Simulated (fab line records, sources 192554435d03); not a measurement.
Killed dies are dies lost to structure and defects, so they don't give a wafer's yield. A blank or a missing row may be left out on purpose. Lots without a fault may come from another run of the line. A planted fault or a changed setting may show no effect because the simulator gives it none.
fab line records | flow n5_finfet
record lots=10 wafers=30 last_day=19
route steps=1938 shown BEOL_M15@1789 PASSIVATION@1936
lots that met no fault: from a run of the same line without faults
start_h: hours from the record's first day to the start of the lot's first wafer shown | wait_h: hours since the lot's step before | " the same as in the row above | L1.1+2: a row that stands for several wafers | - no value, or no start given | * or withheld: withheld | < > ~ a bound
route shown NAME@n: a module of which the file shows steps, and the number in the route of the first | usual: mean/standard deviation of fault-free wafers | same: alike in all rows | chamber/n: place in a boat | sites: the reading at each site | _std_site: their standard deviation | _edge_site: outer sites' mean less inner sites' | radius_mm: how far each site lies from the wafer's centre | mask NAME#n: copy n | behind: the tool/chamber that last shaped the wafer | hold: why the lot was held/for how many hours/how that ended | device: the transistor (n, p or np) that didn't switch | end of line: the same wafers' tests at the end of the route | a step without rows: its recipe alone | killed: dies lost to structure and defects at the first sort, not the wafer's yield | map: a wafer's dies, x killed, . not, _ none there
set.NAME: the setting as run; set.NAME@STEP: as run at that earlier step | model.NAME: the simulator's own value behind a step, which no gauge read
steps of the route over a sample of lots; a table a step, a row a wafer
services: from which hour (start_h, from the record's first day; less than 0 if before it) a tool's chamber was out of use, for how many hours, and why
## steps
# step N5_BEOL_M15_STRIP_63
# recipe chemistry=O2 power_w=600 temp_c=60 pressure_mtorr=30 rf_frequency_hz=6e+07 bias_power_w=0 overash_fraction=0.3 o2_flow_sccm=225
# usual drypump_motor_current_A=5.6/0.67 oes_product_au=0.78/0.096 rf_vpp_V=3.6/0.8 showerhead_plenum_p_Torr=2.11/0.071 throttle_valve_pct=16.74/0.27
# same bias_power_w=0
# columns lot.wafer tool chamber start_h wait_h drypump_motor_current_A oes_product_au rf_hours_counter_h rf_vpp_V showerhead_plenum_p_Torr throttle_valve_pct
L832.1 rie_diel-01 0 - - 5.0 0.77 175 2.5 2.18 16.96
L832.3 " 3 " " 4.7 0.69 242 4.8 2.08 17.11
L832.5 " 3 " " 4.7 0.69 - 3.1 2.08 17.11
L840.2 rie_diel-06 1 - - 5.4 0.71 211 4.5 2.07 16.81
L840.3 " 0 " " 6.4 0.79 96 2.7 2.19 16.43
L840.4 " 3 " " 5.5 0.70 197 4.6 2.06 16.72
L839.2 rie_diel-06 2 - - 6.5 0.85 31 3.8 2.04 16.29
L839.3 " 1 " " 5.4 0.70 214 4.1 2.07 16.83
L839.5 " 1 " " 5.3 0.70 - 4.9 2.07 16.82
L842.1 rie_diel-01 2 - - 5.6 0.73 184 1.2 2.09 17.00
L842.2 " 0 " " 5.0 0.75 193 4.9 2.17 17.00
L842.4 " 2 " " 5.6 0.74 - 3.3 2.09 17.00
L843.2 rie_diel-01 2 - - 5.6 0.70 215 3.1 2.08 17.04
L843.4 " 1 " " 5.2 0.90 30 4.9 2.13 16.32
L843.6 " 2 " " 5.6 0.70 - 2.9 2.08 17.05
L847.3 rie_diel-05 0 - - 6.7 0.90 11 3.9 2.22 16.69
L847.5 " 0 " " 6.7 0.90 - 1.9 2.22 16.72
L847.6 " 1 " " 6.7 0.68 - 3.9 1.97 16.83
L850.2 rie_diel-06 3 - - 5.5 0.70 229 5.5 2.05 16.78
L850.4 " 0 " " 6.4 0.77 130 2.4 2.18 16.51
L850.6 " 1 " " 5.4 0.68 - 2.4 2.06 16.88
L854.1 rie_diel-05 2 - - 5.3 0.99 4 3.4 2.13 16.34
L854.4 " 0 " " 6.7 0.90 14 3.6 2.22 16.72
L854.5 " 3 " " 5.0 0.83 - 4.2 2.21 16.70
L855.1 rie_diel-01 3 - - 4.7 0.88 40 3.9 2.06 16.70
L855.3 " 0 " " 5.0 0.72 231 1.7 2.16 17.08
L855.6 " 2 " " 5.6 0.69 - 4.2 2.08 17.10
L844.3 rie_diel-05 1 - - 6.7 0.69 224 3.5 1.97 16.83
L844.4 " 2 " " 5.3 0.98 8 3.3 2.13 16.33
L844.5 " 2 " " 5.3 0.97 - 4.0 2.13 16.32
# step N5_BEOL_M15_ETCH_61
# recipe chemistry=N2/H2 target=BARC target_depth_a=890 overetch_a=267 time_s=67.9 ion_energy_ev=200 pressure_mtorr=30 source_w=840 bias_w=150 n2_flow_sccm=200 h2_flow_sccm=200
# usual bias_w=149.9/0.45 drypump_motor_current_A=5.6/0.72 oes_product_au=0.66/0.071 rf_vpp_V=524.2/2.8 showerhead_plenum_p_Torr=2.55/0.099 throttle_valve_pct=17.96/0.22
# columns lot.wafer tool chamber start_h wait_h bias_w drypump_motor_current_A oes_product_au rf_hours_counter_h rf_vpp_V showerhead_plenum_p_Torr throttle_valve_pct
L832.1 rie_diel-05 0 234.65 0.0 150.4 6.7 0.59 224 519.6 2.39 18.26
L832.3 " 3 " " 149.6 5.0 0.75 37 528.9 2.71 17.88
L832.5 " 2 " " 149.5 5.3 0.59 - 525.4 2.62 17.96
L840.2 rie_diel-05 1 260.94 0.0 148.5 6.7 0.62 189 519.7 2.41 18.06
L840.3 " 2 " " 150.0 5.3 0.59 232 526.1 2.61 17.96
L840.4 " 3 " " 150.2 4.9 0.74 47 528.2 2.71 17.89
L839.2 rie_diel-06 0 270.97 0.0 150.6 6.4 0.68 99 527.1 2.67 17.62
L839.3 " 2 " " 149.8 6.5 0.73 32 522.5 2.49 17.57
L839.5 " 0 " " 149.7 6.4 0.68 - 527.9 2.67 17.64
L842.1 rie_diel-05 1 276.88 0.0 150.3 6.7 0.61 192 520.7 2.41 18.07
L842.2 " 0 " " 150.4 6.7 0.58 237 521.8 2.38 18.30
L842.4 " 3 " " 149.9 4.9 0.74 50 530.0 2.71 17.91
L843.2 rie_diel-05 1 384.07 0.0 150.1 6.7 0.60 212 519.2 2.40 18.10
L843.4 " 0 " " 143.1 6.7 0.79 - 511.2 2.69 17.97
L843.6 " 3 " " 149.8 4.9 0.71 - 527.1 2.70 17.96
L847.3 rie_diel-06 3 399.66 0.0 149.7 5.4 0.60 230 522.0 2.51 18.10
L847.5 " 0 " " 150.1 6.4 0.65 - 526.5 2.66 17.68
L847.6 " 1 " " 150.0 5.4 0.58 - 524.2 2.49 18.01
L850.2 rie_diel-05 1 399.95 0.0 151.0 6.7 0.60 218 519.8 2.40 18.12
L850.4 " 3 " " 150.0 4.9 0.71 80 528.6 2.69 17.96
L850.6 " 0 " " 142.3 6.7 0.77 - 511.0 2.69 18.01
L854.1 rie_diel-01 2 414.63 0.0 149.6 5.5 0.61 223 523.1 2.49 18.10
L854.4 " 0 " " 150.2 5.0 0.61 227 527.2 2.61 18.25
L854.5 " 0 " " 150.7 5.0 0.61 - 526.7 2.61 18.26
L855.1 rie_diel-06 3 424.38 0.0 149.7 5.4 0.59 238 521.4 2.50 18.13
L855.3 " 2 " " 149.6 6.5 0.68 72 521.1 2.47 17.64
L855.6 " 3 " " 150.6 5.5 0.60 - 523.1 2.50 18.13
L844.3 rie_diel-01 3 424.70 0.0 149.6 4.7 0.75 41 522.8 2.48 17.83
L844.4 " 1 " " 149.2 5.2 0.73 43 525.1 2.58 17.58
L844.5 " 3 " " 149.8 4.8 0.75 - 521.6 2.48 17.83
# step N5_BEOL_M15_STRIP_37
# recipe chemistry=O2 power_w=600 temp_c=60 pressure_mtorr=30 rf_frequency_hz=6e+07 bias_power_w=0 overash_fraction=0.3 o2_flow_sccm=225
# usual drypump_motor_current_A=5.8/0.71 oes_product_au=0.78/0.095 rf_vpp_V=3.7/0.6 showerhead_plenum_p_Torr=2.10/0.085 throttle_valve_pct=16.69/0.24
# same bias_power_w=0
# columns lot.wafer tool chamber start_h wait_h drypump_motor_current_A oes_product_au rf_hours_counter_h rf_vpp_V showerhead_plenum_p_Torr throttle_valve_pct
L832.1 rie_diel-05 2 - - 5.3 0.68 223 3.8 2.15 16.73
L832.3 " 1 " " 6.7 0.72 180 4.7 1.98 16.78
L832.5 " 3 " " 4.9 0.88 - 3.8 2.23 16.66
L840.2 rie_diel-06 1 - - 5.4 0.71 212 4.6 2.07 16.83
L840.3 " 2 " " 6.5 0.86 29 3.5 2.04 16.27
L840.4 " 0 " " 6.3 0.80 97 3.4 2.19 16.46
L839.2 rie_diel-01 2 - - 5.5 0.73 183 3.5 2.09 17.00
L839.3 " 0 " " 5.0 0.75 191 3.4 2.17 17.00
L839.5 " 1 " " 5.2 1.00 - 3.4 2.14 16.24
L842.1 rie_diel-05 3 - - 4.9 0.87 50 4.0 2.22 16.70
L842.2 " 0 " " 6.7 0.67 238 5.1 1.97 17.08
L842.4 " 1 " " 6.7 0.70 193 4.3 1.98 16.78
L843.2 rie_diel-06 0 - - 6.4 0.77 127 4.1 2.18 16.48
L843.4 " 3 " " 5.5 0.69 226 3.3 2.05 16.78
L843.6 " 3 " " 5.4 0.69 - 3.9 2.05 16.76
L847.3 rie_diel-05 2 - - 5.3 0.98 3 3.2 2.13 16.32
L847.5 " 1 " " 6.7 0.69 - 4.3 1.97 16.81
L847.6 " 0 " " 6.7 0.91 - 3.4 2.22 16.70
L850.2 rie_diel-05 1 - - 6.7 0.69 219 3.6 1.97 16.82
L850.4 " 0 " " 6.7 0.91 12 4.1 2.22 16.69
L850.6 " 3 " " 4.9 0.83 - 4.0 2.21 16.75
L854.1 rie_diel-06 3 - - 5.4 0.69 233 3.8 2.05 16.79
L854.4 " 1 " " 5.4 0.68 249 3.6 2.06 16.89
L854.5 " 3 " " 5.4 0.69 - 4.7 2.05 16.78
L844.3 rie_diel-05 2 - - 5.3 0.98 8 4.4 2.13 16.31
L844.4 " 0 " " 6.7 0.89 18 3.0 2.22 16.73
L844.5 " 1 " " 6.7 0.69 - 3.4 1.97 16.87
L855.1 rie_diel-06 2 - - 6.5 0.80 73 3.6 2.03 16.37
L855.3 " 3 " " 5.4 0.68 239 4.2 2.05 16.80
L855.6 " 2 " " 6.5 0.81 - 3.6 2.03 16.37
# step N5_BEOL_M15_SPUTTER_43
# recipe material=TaN target_thk_a=150 temp_c=50 bias_v=168.6 power_w=15000 chamber_pressure_pa=0.12 time_s=24.19
# usual chamber_pressure_pa=0.12003/0.00024 substrate_temp_c=50.00/0.11 throttle_valve_pct=29.8/1.1
# columns lot.wafer tool chamber start_h wait_h chamber_pressure_pa substrate_temp_c throttle_valve_pct
L832.1 pvd_sputter-03 - 235.55 0.0 0.11996 50.02 30.8
L832.3 " - " " 0.11999 49.94 28.9
L832.5 " - " " 0.1202 50.06 30.9
L840.2 pvd_sputter-03 - 263.43 0.0 0.12 49.96 28.2
L840.3 " - " " 0.12012 50.02 31.1
L840.4 " - " " 0.12038 49.98 28.9
L839.2 pvd_sputter-03 - 272.71 0.0 0.12011 50.08 28.2
L839.3 " - " " 0.12012 50.00 30.8
L839.5 " - " " 0.12025 49.79 31.3
L842.1 pvd_sputter-02 - 278.35 0.0 0.11981 49.95 28.4
L842.2 " - " " 0.12032 50.01 29.1
L842.4 " - " " 0.12027 49.89 30.8
L843.2 pvd_sputter-01 - 386.98 0.0 0.11977 49.98 31.2
L843.4 " - " " 0.11973 49.78 30.3
L843.6 " - " " 0.1202 49.91 29.8
L847.3 pvd_sputter-03 - 402.19 0.0 0.11993 50.02 28.7
L847.5 " - " " 0.12011 50.01 28.3
L847.6 " - " " 0.1197 50.13 31.2
L850.2 pvd_sputter-03 - 402.79 0.0 0.11967 49.92 29.0
L850.4 " - " " 0.11996 50.17 28.3
L850.6 " - " " 0.1206 49.82 31.0
L854.1 pvd_sputter-03 - 415.85 0.0 0.1199 49.92 28.3
L854.4 " - " " 0.12029 50.22 28.7
L854.5 " - " " 0.12037 49.88 28.3
L844.3 pvd_sputter-03 - 426.54 0.0 0.11999 49.82 28.2
L844.4 " - " " 0.11997 50.07 31.3
L844.5 " - " " 0.12033 50.04 28.3
L855.1 pvd_sputter-03 - 428.32 0.0 0.12014 50.22 31.2
L855.3 " - " " 0.12002 49.98 31.1
L855.6 " - " " 0.11981 49.99 30.6
# step N5_PASSIVATION_PROBE_49
# usual defect_limited_yield=91.0/1.5 killed_at_M0_to_M3=32/9.6 killed_at_M4_up=13/4.7 killed_at_contacts=13/7.2 killed_at_front_end=44/13 killed_at_other=4/3.4 killed_dies=106/18 killed_open=70/13 killed_short=35/8 sort_bin_5_function=5.3/0.97 sort_bin_6_memory=3.4/0.73 sort_n_pass=1074/18 sort_yield_pct=91.0/1.5
# same gross_dies=1180 killed_at_back_side=0 sort_bin_4_leakage[%]=0 sort_bin_8_speed[%]=0
# columns lot.wafer tool chamber start_h wait_h defect_limited_yield[%] killed_at_M0_to_M3 killed_at_M4_up killed_at_contacts killed_at_front_end killed_at_other killed_dies killed_open killed_short sort_bin_5_function[%] sort_bin_6_memory[%] sort_n_pass sort_yield_pct[%]
L839.2 prober-02 - 290.53 0.1 91.1 33 15 7 36 14 105 68 35 5.3 3.3 1075 91.1
L839.3 prober-02 - 290.58 0.1 92.1 28 19 7 38 1 93 58 34 4.6 2.8 1087 92.1
L839.5 prober-02 - 290.68 0.2 91.3 35 18 3 45 2 103 60 40 4.9 3.6 1077 91.3
L843.2 prober-01 - 402.45 0.1 87.9 35 13 5 90 0 143 104 37 8.1 3.6 1037 87.9
L843.4 prober-01 - 402.55 0.2 88.1 29 18 7 87 0 141 98 40 7.4 4.2 1039 88.1
L843.6 prober-01 - 402.65 0.3 87.6 50 13 13 70 0 146 99 44 6.5 4.9 1034 87.6
# killed by level:class
L839.2 BEOL_M0_SAQP:geometric_particle:open=11 BEOL_M0_SAQP:geometric_particle:short=11 BEOL_M4:geometric_particle:open=9 FIN_SAQP:geometric_particle:open=7 STI_FIN_REVEAL:geometric_particle:open=7 BEOL_M2:geometric_particle:open=5 PASS1_CAP:geometric_particle:open=5 DUMMY_GATE:geometric_particle:open=4
L839.3 BEOL_M4:geometric_particle:open=11 BEOL_M0_SAQP:geometric_particle:open=9 FIN_SAQP:geometric_particle:short=8 BEOL_M0_SAQP:geometric_particle:short=8 MOL_CONTACT_COAG:geometric_particle:open=7 FIN_SAQP:geometric_particle:open=5 STI_FIN_REVEAL:geometric_particle:open=5 DUMMY_GATE:geometric_particle:open=5
L839.5 FIN_SAQP:geometric_particle:short=11 BEOL_M2:geometric_particle:open=9 DUMMY_GATE:geometric_particle:open=8 BEOL_M4:geometric_particle:open=8 FIN_SAQP:geometric_particle:open=7 GATE_CUT:geometric_particle:short=7 STI_FIN_REVEAL:geometric_particle:open=6 BEOL_M0_SAQP:geometric_particle:short=6
L843.2 FIN_SAQP:geometric_particle:open=30 STI_FIN_REVEAL:geometric_particle:open=18 BEOL_M0_SAQP:geometric_particle:open=16 FIN_SAQP:geometric_particle:short=12 BEOL_M1:geometric_particle:open=9 BEOL_M4:geometric_particle:open=7 DUMMY_GATE:geometric_particle:open=5 BEOL_M0_SAQP:geometric_particle:short=5
L843.4 FIN_SAQP:geometric_particle:open=19 DUMMY_GATE:geometric_particle:open=17 STI_FIN_REVEAL:geometric_particle:open=15 FIN_SAQP:geometric_particle:short=14 BEOL_M4:geometric_particle:open=10 BEOL_M0_SAQP:geometric_particle:open=9 GATE_CUT:geometric_particle:short=5 BEOL_M0_SAQP:geometric_particle:short=5
L843.6 STI_FIN_REVEAL:geometric_particle:open=21 BEOL_M0_SAQP:geometric_particle:short=19 FIN_SAQP:geometric_particle:open=17 BEOL_M0_SAQP:geometric_particle:open=13 MOL_CONTACT_COAG:geometric_particle:open=11 FIN_SAQP:geometric_particle:short=8 BEOL_M4:geometric_particle:open=8 BEOL_M1:geometric_particle:open=6
## services
# columns tool chamber start_h hours kind
rie_diel-05 - 253.99 4.3 pm
pvd_sputter-01 - 273.00 6.9 repair
rie_diel-05 - 284.08 2.4 repair
rie_diel-01 1 294.48 7.1 repair
pvd_sputter-01 - 303.61 2.6 repair
rie_diel-05 - 320.91 14.6 pm
pvd_sputter-01 - 340.71 0.5 repair
rie_diel-05 0 348.78 2.5 repair
rie_diel-06 3 349.43 8.6 repair
rie_diel-05 0 357.79 - clean
rie_diel-05 0 357.79 - consumable_replace:focus_ring
rie_diel-05 0 357.79 - consumable_replace:showerhead
rie_diel-05 0 357.79 13.4 scheduled_down
rie_diel-05 0 357.79 13.4 vent_cycle
pvd_sputter-01 - 361.77 2.6 repair
rie_diel-01 0 362.90 12.3 repair
rie_diel-05 1 368.33 8.1 repair
rie_diel-05 2 376.45 - clean
rie_diel-05 2 376.45 - consumable_replace:focus_ring
rie_diel-05 2 376.45 16.2 scheduled_down
pvd_sputter-03 - 381.99 4.0 repair
pvd_sputter-01 - 393.31 2.4 repair
rie_diel-06 1 418.76 6.1 repair
rie_diel-05 - 419.60 1.1 repair
## key
first_sign step=N5_BEOL_M15_ETCH_61 reading=bias_w direction=down sigmas=16 usual=* struck=*
effect step=N5_BEOL_M15_ETCH_61 reading=rf_vpp_V direction=down sigmas=4.7 usual=524.2 struck=511.1
met_at N5_BEOL_M15_ETCH_61
struck_lots L843,L850
struck_wafers L843.4,L850.6
not_acting_at N5_BEOL_M15_STRIP_63,N5_BEOL_M15_STRIP_37,N5_BEOL_M15_SPUTTER_43
onset_between 276.88 384.07
fault kind=process_parameter_drift tool=rie_diel-05 chamber=0 onset_h=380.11 steps=N5_BEOL_M15_ETCH_61 channel=bias_w offset=* shape=step end_h=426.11 acts_in=* stated=*
